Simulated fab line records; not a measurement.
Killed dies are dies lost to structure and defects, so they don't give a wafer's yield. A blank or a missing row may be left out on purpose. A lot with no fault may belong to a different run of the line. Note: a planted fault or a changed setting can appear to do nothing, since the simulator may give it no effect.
Chamber matching | flow nandHarc | NHARC_A_STAIRCASE_DEP_280 on pecvd-04 has 3 sister chambers
The step deposits SiON, target thk 30 nm. 3 wafers are shown with their chamber, then 8 later ones without.

## EACH WAFER AND ITS CHAMBER
wafer  | chamber | heaterPowerW (W)
L090.5 | 2       | 805
L093.4 | 1       | 714
L094.3 | 0       | 828

## WAFERS MISSING THEIR CHAMBER
wafer  | heaterPowerW (W)
L094.5 | 709
L094.6 | 842
L095.2 | 723
L095.4 | 789
L095.6 | 756
L097.1 | 715
L097.2 | 824
L097.6 | 725

## WHICH CHAMBER EACH WENT THROUGH
wafer  | from the rows above          | in truth
L094.5 | 1                            | 1
L094.6 | can't be placed: 0 or 2      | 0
L095.2 | 1                            | 1
L095.4 | can't be placed: 2 or 0      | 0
L095.6 | can't be placed: 1 or 2 or 0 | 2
L097.1 | 1                            | 1
L097.2 | can't be placed: 0 or 2      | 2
L097.6 | 1                            | 1
Placed correctly: 4 of 8. From these rows, 4 cannot be placed; in 4 the true chamber is one of the candidates. Wrongly placed: 0.
How it was worked out, from the rows above alone: a wafer's distance from a chamber is the root of the sum, over the readings, of the square of ((its reading less the chamber's mean) divided by the reading's scatter). If the next closest chamber is less than 2 further off than the closest, the wafer can't be placed; otherwise it belongs to the closest. Each chamber's mean is taken over the wafers shown for it. The scatter: root of mean squared gap, hidden wafer to nearest shown wafer, with one shown wafer a chamber.
